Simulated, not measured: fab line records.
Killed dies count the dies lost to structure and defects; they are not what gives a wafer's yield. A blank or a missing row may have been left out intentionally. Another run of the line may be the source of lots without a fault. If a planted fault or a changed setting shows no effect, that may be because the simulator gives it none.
Which tool is to blame? | flow nand-harc | 33 wafers from 11 lots sampled at 7 of the route's 1159 steps

WHAT THE GAUGES READ, wafer by wafer
NHARC_A_BLC_OVL_MEAS_11.
lot  | measured     | on         | overlay-x-nm (nm) | overlay-y-nm (nm)
L453 | day 17 11:35 | overlay-01 | -0.6 -0.7 -0.5    | 1.8 1.9 1.8
L463 | day 19 21:49 | overlay-02 | 0.4 0.4 -0.1      | 2.3 1.2 1.9
L461 | day 19 22:34 | overlay-02 | 0.4 0.9 0.0       | -1.3 -1.6 -0.9
L466 | day 21 05:07 | overlay-02 | -0.3 0.1 0.5      | 0.4 0.9 0.2
L470 | day 22 00:48 | overlay-02 | -0.2 -0.1 -0.1    | -1.2 -1.3 -1.3
L469 | day 22 01:15 | overlay-01 | 0.2 0.2 0.6       | 0.0 -0.8 -0.6
L473 | day 22 16:07 | overlay-01 | 0.4 1.1 0.7       | 0.4 0.1 -0.1
L472 | day 22 16:52 | overlay-01 | -0.9 -1.2 -0.7    | -0.2 -0.5 -0.9
L474 | day 23 01:22 | overlay-01 | 1.0 1.3 1.0       | -0.4 -0.2 -0.6
L475 | day 23 01:41 | overlay-02 | 0.4 0.7 0.8       | 1.7 2.5 2.1
L476 | day 23 15:31 | overlay-02 | 0.3 0.4 0.5       | 0.6 1.0 0.8

NHARC_A_M0_CD_MEAS_09: the cd target is 80 nm.
lot  | measured     | on        | cd-nm (nm)
L453 | day 17 16:26 | cd-sem-02 | 79.9 80.6 80.4
L463 | day 20 06:25 | cd-sem-01 | 92.5 94.0 93.2
L461 | day 20 07:10 | cd-sem-03 | 90.3 90.8 90.3
L466 | day 21 20:13 | cd-sem-03 | 79.6 80.2 80.5
L470 | day 22 13:08 | cd-sem-01 | 80.3 80.2 80.3
L469 | day 22 13:35 | cd-sem-03 | 80.3 81.3 81.5
L473 | day 22 21:52 | cd-sem-01 | 80.4 80.4 79.8
L472 | day 23 00:59 | cd-sem-02 | 79.1 79.8 80.4
L474 | day 23 08:49 | cd-sem-02 | 80.5 79.4 79.8
L475 | day 23 08:08 | cd-sem-03 | 79.6 80.0 80.3
L476 | day 24 00:19 | cd-sem-03 | 79.4 80.2 81.0

NHARC_A_M0_CD_MEAS_16.
lot  | measured     | on        | cd-nm (nm)
L453 | day 17 16:59 | cd-sem-01 | 79.7 81.0 80.1
L463 | day 20 06:54 | cd-sem-02 | 92.3 93.2 93.4
L461 | day 20 07:38 | cd-sem-01 | 90.0 89.8 90.0
L466 | day 21 20:42 | cd-sem-03 | 79.8 79.2 81.4
L470 | day 22 13:40 | cd-sem-02 | 78.9 80.4 80.3
L469 | day 22 14:11 | cd-sem-01 | 80.0 82.3 81.3
L473 | day 22 22:22 | cd-sem-01 | 79.8 80.5 79.0
L472 | day 23 01:28 | cd-sem-02 | 79.3 80.3 81.3
L474 | day 23 09:18 | cd-sem-01 | 81.5 81.2 80.0
L475 | day 23 08:37 | cd-sem-03 | 79.6 81.6 82.0
L476 | day 24 00:49 | cd-sem-03 | 78.6 80.3 80.6

NHARC_END_SORT_01.
lot  | measured     | on        | defect-limited-yield (%) | killed-at-array | killed-at-other | killed-at-periphery | killed-dies | killed-open | killed-short | sort_bin_2_pct (%) | sort_bin_3_pct (%) | sort_bin_4_pct (%) | sort-n-pass | sort-rim-yield-pct (%) | sort-yield-pct (%)
L463 | day 22 01:53 | prober-01 | 95.4 95.3 96.0           | 30 30 27        | 0 0 0           | 1 2 0               | 31 32 27    | 2 4 1       | 3 2 1        | 1.5 1.3 2.1        | 0 0.30 0.30        | 3.1 3.1 1.6        | 646 645 650 | 98.1 99.1 97.2         | 95.4 95.3 96.0
L466 | day 23 12:39 | prober-02 | 93.8 93.8 95.6           | 35 29 26        | 2 1 0           | 5 12 4              | 42 42 30    | 4 1 3       | 4 1 0        | 2.4 1.5 1.0        | 0.59 0.30 0.44     | 3.2 4.4 3.0        | 635 635 647 | 95.3 98.1 100.0        | 93.8 93.8 95.6
L470 | day 24 15:56 | prober-02 | 95.4 95.6 93.6           | 28 25 38        | 0 1 2           | 3 4 3               | 31 30 43    | 4 7 8       | 2 3 6        | 1.2 1.6 0.9        | 0.15 0 0.15        | 3.2 2.8 5.3        | 646 647 634 | 99.1 97.2 97.2         | 95.4 95.6 93.6

WHICH TOOL RAN EACH LOT (tool, then ch and the chambers of the sampled wafers, then the start)
lot  | NHARC_A_BLC_CVD_24                       | NHARC_A_M0_PEB_07                 | NHARC_A_M0_STRIP_18
L453 | cvd-w-02 ch 0,1, day 17 16:22 or earlier | litho-track-06 ch 0, day 17 16:22 | rie-diel-04 ch 0,2,3, day 17 17:07
L463 | cvd-w-01 ch 1, day 20 06:20 or earlier   | litho-track-01 ch 0, day 20 06:20 | rie-diel-05 ch 1,2,3, day 20 07:03
L461 | cvd-w-01 ch 1, day 20 07:05 or earlier   | litho-track-01 ch 0, day 20 07:05 | rie-diel-10 ch 0,1, day 20 07:43
L466 | cvd-w-01 ch 0,1, day 21 20:08 or earlier | litho-track-06 ch 0, day 21 20:08 | rie-diel-04 ch 0,1,2, day 21 20:48
L470 | cvd-w-02 ch 0,1, day 22 13:04 or earlier | litho-track-04 ch 0, day 22 13:04 | rie-diel-10 ch 1,2, day 22 13:46
L469 | cvd-w-02 ch 0, day 22 13:31 or earlier   | litho-track-04 ch 0, day 22 13:31 | rie-diel-10 ch 0,2,3, day 22 14:17
L473 | cvd-w-02 ch 0,1, day 22 21:47 or earlier | litho-track-06 ch 0, day 22 21:47 | rie-diel-04 ch 1,3, day 22 22:28
L472 | cvd-w-01 ch 0,1, day 23 00:54 or earlier | litho-track-06 ch 0, day 23 00:54 | rie-diel-04 ch 0,1,3, day 23 01:32
L474 | cvd-w-02 ch 1, day 23 08:44 or earlier   | litho-track-01 ch 0, day 23 08:44 | rie-diel-05 ch 0,1,3, day 23 09:22
L475 | cvd-w-01 ch 0,1, day 23 08:03 or earlier | litho-track-04 ch 0, day 23 08:03 | rie-diel-04 ch 0,1,3, day 23 08:41
L476 | cvd-w-01 ch 0,1, day 24 00:14 or earlier | litho-track-01 ch 0, day 24 00:14 | rie-diel-05 ch 0,1,3, day 24 00:53
- NHARC_A_BLC_CVD_24: deposits W, target thk 150 nm, time 434 s.
- NHARC_A_M0_PEB_07: peb time 65 s.
- NHARC_A_M0_STRIP_18: strips in N2/H2.

AS READ BY THE TOOLS THEMSELVES (means over the sampled wafers that have a number; for cases with no such wafer, the mark the record gives instead)
NHARC_A_BLC_CVD_24.
lot  | tool     | heater-power-w (W) | throttle-valve-pct (%)
L453 | cvd-w-02 | 446                | 7.93
L463 | cvd-w-01 | 558                | 8.38
L461 | cvd-w-01 | 553                | 8.25
L466 | cvd-w-01 | 485                | 7.93
L470 | cvd-w-02 | 452                | 7.73
L469 | cvd-w-02 | 458                | 7.65
L473 | cvd-w-02 | 444                | 7.93
L472 | cvd-w-01 | 469                | 7.90
L474 | cvd-w-02 | 450                | 8.14
L475 | cvd-w-01 | 481                | 7.95
L476 | cvd-w-01 | 473                | 7.85

NHARC_A_M0_PEB_07.
lot  | tool           | chill-plate-temp-C (C) | heater-power-total-W (W) | plate-temp-C (C) | resist-line-temp-C (C)
L453 | litho-track-06 | 22.83                  | 156.8                    | 99.98            | 23.02
L463 | litho-track-01 | 23.05                  | 164.6                    | 103.71           | 23.08
L461 | litho-track-01 | 22.98                  | 164.9                    | 103.83           | 22.86
L466 | litho-track-06 | 22.83                  | 156.7                    | 99.92            | 22.95
L470 | litho-track-04 | 22.90                  | 156.7                    | 100.00           | 23.00
L469 | litho-track-04 | 23.06                  | 156.6                    | 99.97            | 23.02
L473 | litho-track-06 | 22.93                  | 156.2                    | 100.06           | 22.92
L472 | litho-track-06 | 23.11                  | 156.8                    | 99.94            | 23.00
L474 | litho-track-01 | 22.95                  | 156.8                    | 100.08           | 22.93
L475 | litho-track-04 | 23.04                  | 156.4                    | 100.08           | 22.87
L476 | litho-track-01 | 22.96                  | 156.1                    | 100.05           | 23.06

NHARC_A_M0_STRIP_18.
lot  | tool        | drypump-motor-current-A (A) | oes-product-au (a.u.) | rf-vpp-V (V) | showerhead-plenum-p-Torr (Torr) | throttle-valve-pct (%)
L453 | rie-diel-04 | 6.3                         | 1.003                 | 91.0         | 2.04                            | 14.181
L463 | rie-diel-05 | 5.6                         | 1.007                 | 90.7         | 2.06                            | 14.164
L461 | rie-diel-10 | 5.6                         | 1.011                 | 90.6         | 2.10                            | 14.178
L466 | rie-diel-04 | 6.1                         | 1.018                 | 90.8         | 2.02                            | 14.172
L470 | rie-diel-10 | 5.9                         | 1.009                 | 92.0         | 2.06                            | 14.170
L469 | rie-diel-10 | 6.1                         | 1.008                 | 90.3         | 2.10                            | 14.167
L473 | rie-diel-04 | 6.3                         | 0.989                 | 90.3         | 2.04                            | 14.174
L472 | rie-diel-04 | 6.1                         | 1.003                 | 90.4         | 2.04                            | 14.174
L474 | rie-diel-05 | 5.7                         | 1.001                 | 90.5         | 2.04                            | 14.173
L475 | rie-diel-04 | 6.1                         | 1.000                 | 91.4         | 2.04                            | 14.161
L476 | rie-diel-05 | 5.7                         | 1.014                 | 90.7         | 2.04                            | 14.174

THE ANSWER, worked out from the rows above alone
Rule: usual is defined by the lots themselves. The widest of any qualifying gaps counts: lots, ordered by their means at a reading, are off when they make up no more than a third of the lots, leave a main group of 4 or more, and stand apart from it by 3 or more times the standard deviation of that group's means. If all means in a main group match to the digits the tables above print for the reading, that group is not used. Also off: a lot with no number at a reading for which 4 or more lots have one. Any other lot the step has rows for is counted as sound. First the gauges in route order, then the tools' own readings, where a lot's mean is used as printed above. The first step at which some lot is off is used, and at that step the reading that is off furthest; a lot without a number counts as furthest.
Off: L463, L461 (NHARC_A_M0_CD_MEAS_09, cd-nm). The main group has a mean of 80.2 nm with a standard deviation of 0.34.
A tool fits if, at a process step before that reading, it ran every lot that is off, and no sound lot after the first of them. Not tried: the gauges at NHARC_A_M0_CD_MEAS_09; whatever is off there is also off at NHARC_A_BLC_CVD_24, on other tools, and gauge error can't account for it. NHARC_A_BLC_CVD_24: start missing for some lots; hours and lot order therefore follow NHARC_A_M0_PEB_07. Of those tried, none fits.

WHAT THE SIMULATOR HAD PUT IN
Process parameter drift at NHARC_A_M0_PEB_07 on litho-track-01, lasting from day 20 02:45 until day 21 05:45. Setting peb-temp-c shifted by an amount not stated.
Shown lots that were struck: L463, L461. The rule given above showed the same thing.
